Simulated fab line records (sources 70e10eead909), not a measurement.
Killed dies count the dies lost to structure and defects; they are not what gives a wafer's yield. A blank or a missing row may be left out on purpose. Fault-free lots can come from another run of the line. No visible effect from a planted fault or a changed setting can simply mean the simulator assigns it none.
Matching of chambers    flow nand-harc    NHARC_A_STAIRCASE_DEP_471 on pecvd-02 has 3 sister chambers
The step deposits SiO2, target thk 100 nm. 24 wafers are shown with their chamber, then 12 later ones without.

WAFERS PAIRED WITH THEIR CHAMBERS
wafer   chamber  heater-power-w (W)  throttle-valve-pct (%)  rf-fwd-power-W (W)
L074.1  1        778                 16.6                    897.8
L074.2  0        640                 15.9                    900.1
L074.3  2        334                 15.7                    897.3
L078.2  2        391                 15.9                    891.3
L078.4  0        575                 16.1                    898.5
L078.5  1        691                 17.0                    893.3
L081.1  2        429                 15.4                    890.5
L081.3  1        601                 16.2                    895.0
L081.5  1        592                 16.2                    898.1
L080.1  0        580                 15.9                    895.0
L080.5  1        683                 16.4                    897.5
L080.6  2        434                 15.8                    893.3
L084.1  2        445                 15.8                    895.3
L084.2  0        607                 15.5                    899.3
L084.5  1        614                 16.2                    894.9
L083.1  0        556                 15.6                    899.3
L083.4  0        560                 15.6                    896.5
L083.6  2        360                 15.6                    896.2
L079.1  1        686                 16.3                    896.6
L079.2  2        357                 15.8                    894.4
L079.6  0        645                 15.9                    897.5
L087.2  2        367                 15.6                    892.2
L087.3  1        559                 16.3                    896.2
L087.4  2        381                 15.8                    894.9

SIGNATURES (means of the wafers above)
reading             chamber 0  chamber 1  chamber 2  scatter within a chamber
heater-power-w      594.71     650.50     388.67     51.7
throttle-valve-pct  15.786     16.400     15.711     0.22
rf-fwd-power-W      898.029    896.175    893.933    1.96
Rule: a wafer lies at a distance from a chamber equal to the root of the sum of squares, over the readings, of (its reading less the chamber's mean, divided by the reading's scatter). The wafer belongs to the nearest chamber; if the next one is less than 2 further off, it can't be placed. The scatter is the square root of a quotient: the sum, over the shown wafers, of each reading's squared deviation from its chamber's mean, divided by wafers minus chambers.

WAFERS WITHOUT THEIR CHAMBER
wafer   heater-power-w (W)  throttle-valve-pct (%)  rf-fwd-power-W (W)
L089.2  546                 15.8                    893.6
L089.4  705                 16.4                    894.0
L089.5  413                 15.7                    900.2
L090.2  694                 16.4                    895.1
L090.4  542                 16.4                    895.5
L090.5  421                 15.5                    890.7
L095.2  618                 15.5                    896.7
L095.4  393                 15.9                    892.2
L095.6  644                 15.5                    899.4
L096.1  559                 16.0                    900.0
L096.2  421                 15.9                    897.9
L096.3  616                 16.3                    900.1

EACH ONE'S CHAMBER
wafer   from the rows above           in truth
L089.2  can't be placed: 0 or 2 or 1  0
L089.4  1                             1
L089.5  can't be placed: 2 or 0       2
L090.2  1                             1
L090.4  can't be placed: 1 or 0       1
L090.5  2                             2
L095.2  0                             0
L095.4  2                             2
L095.6  0                             0
L096.1  can't be placed: 0 or 1       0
L096.2  can't be placed: 2 or 0       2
L096.3  can't be placed: 1 or 0       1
Correctly placed: 6 of 12. Unplaceable from these rows: 6, with the true chamber sitting among the candidates in 6. Number placed wrongly: 0.
